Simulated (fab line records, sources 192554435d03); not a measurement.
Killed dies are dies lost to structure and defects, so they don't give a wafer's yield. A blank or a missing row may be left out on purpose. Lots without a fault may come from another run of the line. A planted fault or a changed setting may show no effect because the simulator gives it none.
Chamber matching | flow n5_finfet | N5_GATE_CUT_ALD_22 on ald_sin-03: 4 sister chambers
The step deposits SiNx, target thk 16 nm, pulse time 1 s, ald cycles 320. 22 wafers are shown with their chamber, then 11 later ones without.

WAFERS WITH THEIR CHAMBER
wafer  | chamber | heater_power_w (W) | precursor_pulse_height_rel
L081.3 | 2       | 843                | 0.975
L081.4 | 0       | 835                | 1.001
L081.6 | 2       | 853                | 1.021
L084.1 | 0       | 835                | 0.969
L084.5 | 3       | 893                | 0.988
L084.6 | 2       | 857                | 1.009
L085.2 | 1       | 998                | 1.011
L085.3 | 3       | 897                | 0.983
L085.4 | 0       | 811                | 0.998
L089.1 | 3       | 887                | 0.998
L089.2 | 1       | 1023               | 0.996
L089.3 | 2       | 851                | 0.980
L090.1 | 3       | 895                | 0.982
L090.2 | 1       | 1040               | 0.984
L090.3 | 0       | 813                | 0.966
L090.4 | 2       | 839                | 0.994
L090.5 | 3       | 912                | 1.024
L090.6 | 2       | 868                | 1.014
L092.2 | 2       | 862                | 1.016
L092.4 | 1       | 1031               | 1.021
L092.6 | 3       | 899                | 1.010
L093.1 | 1       | 1042               | 0.992

SIGNATURES (means of the wafers above)
reading                    | chamber 0 | chamber 1 | chamber 2 | chamber 3 | scatter within a chamber
heater_power_w             | 823.50    | 1026.80   | 853.29    | 897.17    | 12.4
precursor_pulse_height_rel | 0.98350   | 1.00080   | 1.00129   | 0.99750   | 0.0172
Rule: a wafer's distance from a chamber is the root of the sum, over the readings, of the square of ((its reading less the chamber's mean) divided by the reading's scatter). The wafer belongs to the nearest chamber; if the next one is less than 2 further off, it can't be placed. The scatter: the root of (the sum of the squares of (reading less its chamber's mean) over the shown wafers, divided by (wafers less chambers)).

WAFERS WITHOUT THEIR CHAMBER
wafer  | heater_power_w (W) | precursor_pulse_height_rel
L093.2 | 823                | 1.033
L093.5 | 848                | 1.012
L094.2 | 813                | 1.021
L094.3 | 1023               | 0.973
L094.4 | 900                | 0.981
L096.1 | 911                | 0.991
L096.3 | 831                | 1.017
L096.5 | 908                | 1.020
L097.2 | 909                | 1.002
L097.3 | 995                | 1.037
L097.5 | 1037               | 0.980

WHICH CHAMBER EACH WENT THROUGH
wafer  | from the rows above     | in truth
L093.2 | can't be placed: 0 or 2 | 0
L093.5 | can't be placed: 2 or 0 | 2
L094.2 | can't be placed: 0 or 2 | 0
L094.3 | 1                       | 1
L094.4 | 3                       | 3
L096.1 | 3                       | 3
L096.3 | can't be placed: 2 or 0 | 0
L096.5 | 3                       | 3
L097.2 | 3                       | 3
L097.3 | 1                       | 1
L097.5 | 1                       | 1
Placed correctly: 7 of 11. Can't be placed from these rows: 4 (the true chamber is among the candidates in 4). Placed wrongly: 0.
